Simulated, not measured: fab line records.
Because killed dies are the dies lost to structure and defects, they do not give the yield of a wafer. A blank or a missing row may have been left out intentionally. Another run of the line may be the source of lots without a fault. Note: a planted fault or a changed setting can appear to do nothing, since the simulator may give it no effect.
8D (eight disciplines) problem report, filled in by code | flow n5-finfet | the parts of the form that need people (team, actions taken, sign-off) are left out

== 1. PROBLEM STATEMENT ==
Wafers without a fault read 1499.9 rpm, standard deviation 0.94; spin-speed-rpm at N5_BEOL_M5_COAT_74 reads a mean of 1605.5 rpm on 6 wafers belonging to 2 lots. So: +99 or more standard deviations from the usual mean.
The step: time 60 s, resist thk 5 nm.
The first sign was on wafer L491.2 at day 12 08:08, on litho-track-02. At this step, 18 wafers from 6 lots have a number in the record. By rule, "out" or "out of limits" means more than 4 standard deviations away from the usual mean. The rest of the wafers with a number are treated as sound.

== 2. WHAT IT IS; WHAT IT IS NOT ==
question                    | is                     | is not
which readings at this step | spin-speed-rpm         | chill-plate-temp-C
which lots                  | L491, L493             | L480, L482, L497, L499
which wafers of those lots  | all that have a number | -
read on which tools         | litho-track-02         | litho-track-04
when                        | from day 12 08:08      | up to then (6 sound wafers); but 6 sound wafers of L497, L499 came after

== 3. THE SUSPECTS, EACH WITH WHAT RULES IT OUT ==
Counting: a tool at a process step up to the reading stays a suspect if it ran every lot that is out and no sound lot after the first of them.
- litho-track-02 at N5_BEOL_M5_COAT_74 (time 60 s, resist thk 5 nm): kept. All lots that are out passed through it, beginning with L491 at day 12 08:08, and no sound lot followed; its final sound lot before that point was L482 at day 9 16:16. Its own spin-speed-rpm readings are out on those wafers.
After counting, what remains is litho-track-02 at N5_BEOL_M5_COAT_74.

== 4. THE CAUSE (what the simulator had put in) ==
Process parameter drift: litho-track-02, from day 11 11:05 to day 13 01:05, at N5_BEOL_M5_COAT_74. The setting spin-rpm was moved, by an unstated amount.
This tool alone remained once counting was done.

== 5. THE CHAIN OF EFFECTS, in route order ==
Each row: a reading where the mean over the struck wafers with a number is more than 3 standard deviations away from the usual. Only readings whose record carries a usual standard deviation are examined. hours: median over the lots of the time between each lot's start at the first step of this table that gives one and its start at this step. sigmas: the change, counted in usual standard deviations.
hours | step               | reading        | usual      | on struck wafers | change | sigmas
0     | N5_BEOL_M5_COAT_74 | spin-speed-rpm | 1499.9 rpm | 1605.5           | +105.6 | +99 or more
Its process steps:
- N5_BEOL_M5_COAT_74: time 60 s, resist thk 5 nm.
Later steps that measure or inspect, where all struck wafers having a row at the step show a number for every such reading and not one has moved that far: N5_BEOL_M5_CD_MEAS_28, N5_BEOL_M5_OVL_MEAS_29, N5_BEOL_M5_INSPECT_30.

== 6. WHAT WOULD HAVE CAUGHT IT SOONER ==
In this record no reading fell out of limits until day 12 08:08, 21 hours after the fault had begun at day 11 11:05.
